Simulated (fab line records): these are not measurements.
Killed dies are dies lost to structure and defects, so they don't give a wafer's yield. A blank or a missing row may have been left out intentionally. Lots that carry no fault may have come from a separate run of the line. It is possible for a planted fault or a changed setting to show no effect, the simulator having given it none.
Shared-tool check	flow n5Finfet	Sampled: 10 lots, 30 wafers

## REASON FOR OPENING
At N5_BEOL_M10_THK_MEAS_01 the reading M10_ILD_THK is flagged on 3 of 10 lots. No-fault wafers: 268 nm, standard deviation 3.
Rule: a lot gets a flag if all its wafers with a number sit over 4 standard deviations from that mean, or if no wafer of it has a number. The other lots count as sound.

lot	measured	on	M10_ILD_THK (nm), wafer by wafer	flag
L708	day 9 16:17	filmMetro-02	272 271 269	
L710	day 10 08:14	filmMetro-01	266 268 267	
L711	day 10 22:25	filmMetro-01	263 270 270	
L720	day 13 16:32	filmMetro-01	306 311 312	FLAGGED
L722	day 13 22:34	filmMetro-01	305 308 311	FLAGGED
L721	day 13 23:13	filmMetro-01	306 316 311	FLAGGED
L723	day 14 05:47	filmMetro-02	267 273 271	
L724	day 14 09:46	filmMetro-01	270 271 274	
L728	day 15 06:25	filmMetro-01	266 263 269	
L729	day 15 15:09	filmMetro-02	263 269 269	
The numbers of the flagged lots are 310 nm on average: +42 nm against the usual, or +14 standard deviations.

## EACH LOT AND THE TOOL IT RAN ON
Before the reading, the record contains 4 process steps out of a 1938-step route. Every cell lists first the tool, next ch and the chambers used by the sampled wafers, and last the start.
lot	flag	N5_BEOL_M9_ALD_74	N5_BEOL_M9_SURFACE_TREAT_79	N5_BEOL_M9_CMP_52	N5_BEOL_M10_CURE_71
L708		aldMetal-02 ch 0,1, day 9 13:55	pvdSputter-01, day 9 14:12	cmp-02 ch 1,2,3, day 9 15:13	uvCure-02 ch 2, day 9 15:56
L710		aldMetal-04 ch 0,2,3, day 10 05:26	pvdSputter-03, day 10 05:43	cmp-02 ch 0,1,3, day 10 07:09	uvCure-03 ch 1, day 10 07:43
L711		aldMetal-01 ch 0,3, day 10 19:53	pvdSputter-01, day 10 20:20	cmp-01 ch 0,1,2, day 10 21:11	uvCure-03 ch 2, day 10 21:55
L720	FLAGGED	aldMetal-04 ch 0,1,3, day 13 14:03	pvdSputter-03, day 13 14:22	cmp-04 ch 0,1, day 13 15:29	uvCure-03 ch 1, day 13 16:02
L722	FLAGGED	aldMetal-02 ch 0,2,3, day 13 19:50	pvdSputter-01, day 13 20:08	cmp-04 ch 0,2, day 13 21:17	uvCure-03 ch 1, day 13 22:04
L721	FLAGGED	aldMetal-01 ch 0,2,3, day 13 20:10	pvdSputter-01, day 13 20:29	cmp-02 ch 0,1, day 13 22:07	uvCure-03 ch 2, day 13 22:46
L723		aldMetal-01 ch 0,3, day 14 03:36	pvdSputter-03, day 14 03:57	cmp-01 ch 0,2,3, day 14 04:47	uvCure-02 ch 1, day 14 05:21
L724		aldMetal-02 ch 0,1, day 14 07:30	pvdSputter-01, day 14 07:57	cmp-01 ch 1,2,3, day 14 08:48	uvCure-02 ch 2, day 14 09:20
L728		aldMetal-02 ch 0,1,3, day 15 02:40	pvdSputter-01, day 15 03:13	cmp-02 ch 1,2,3, day 15 05:23	uvCure-01 ch 2, day 15 05:55
L729		aldMetal-01 ch 1,2,3, day 15 12:27	pvdSputter-03, day 15 12:58	cmp-01 ch 0,1, day 15 14:02	uvCure-02 ch 2, day 15 14:48
What is done by these steps:
- N5_BEOL_M9_ALD_74: deposits TaN, target thk 2 nm, pulse time 2 s, purge time 3 s.
- N5_BEOL_M9_SURFACE_TREAT_79
- N5_BEOL_M9_CMP_52: polishes, stops on SiCOH lowk, t overpolish 7 s, target thk 140 nm.
- N5_BEOL_M10_CURE_71: cures SiCOH lowk, time 240 s.
- N5_BEOL_M10_THK_MEAS_01

## FLAGGED OVER TOTAL, TOOL BY TOOL (the gauges that took the reading come last)
step	tool	lots run	flagged	share of the flagged lots	sound lots run after its first flagged lot
N5_BEOL_M9_ALD_74	aldMetal-01	4	1	some	2 (L723,L729)
N5_BEOL_M9_ALD_74	aldMetal-02	4	1	some	2 (L724,L728)
N5_BEOL_M9_ALD_74	aldMetal-04	2	1	some	0
N5_BEOL_M9_SURFACE_TREAT_79	pvdSputter-01	6	2	some	2 (L724,L728)
N5_BEOL_M9_SURFACE_TREAT_79	pvdSputter-03	4	1	some	2 (L723,L729)
N5_BEOL_M9_CMP_52	cmp-01	4	0	none	-
N5_BEOL_M9_CMP_52	cmp-02	4	1	some	1 (L728)
N5_BEOL_M9_CMP_52	cmp-04	2	2	some	0
N5_BEOL_M10_CURE_71	uvCure-01	1	0	none	-
N5_BEOL_M10_CURE_71	uvCure-02	4	0	none	-
N5_BEOL_M10_CURE_71	uvCure-03	5	3	all	0
N5_BEOL_M10_THK_MEAS_01	filmMetro-01	7	3	all	2 (L724,L728)
N5_BEOL_M10_THK_MEAS_01	filmMetro-02	3	0	none	-

## THE TABLE: WHAT IT ALLOWS
2 rows of the table ran every flagged lot: uvCure-03 at N5_BEOL_M10_CURE_71, filmMetro-01 at N5_BEOL_M10_THK_MEAS_01.
- uvCure-03 at N5_BEOL_M10_CURE_71: 3 of its 5 lots flagged. A fault beginning between L711 (day 10 21:55), its last sound lot, and L720 (day 13 16:02), its first flagged one, fits the data. On the flagged lots its readings are blank where sound lots have values: lampPowerPct, runLengthS, wafer_temp_C_max.
- filmMetro-01 at N5_BEOL_M10_THK_MEAS_01: 3 of its 7 lots flagged. Lots that were sound ran on it after the first flagged one (L724, L728); a persistent fault on the entire tool would not allow that.
Just one tool remains: uvCure-03 at N5_BEOL_M10_CURE_71.

## WHAT HAD BEEN PUT IN BY THE SIMULATOR
At N5_BEOL_M10_CURE_71, the step was skipped entirely on uvCure-03 from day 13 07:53 on. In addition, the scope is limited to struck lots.
Lots struck among those shown: L720, L722, L721. The rule above reached the same finding.
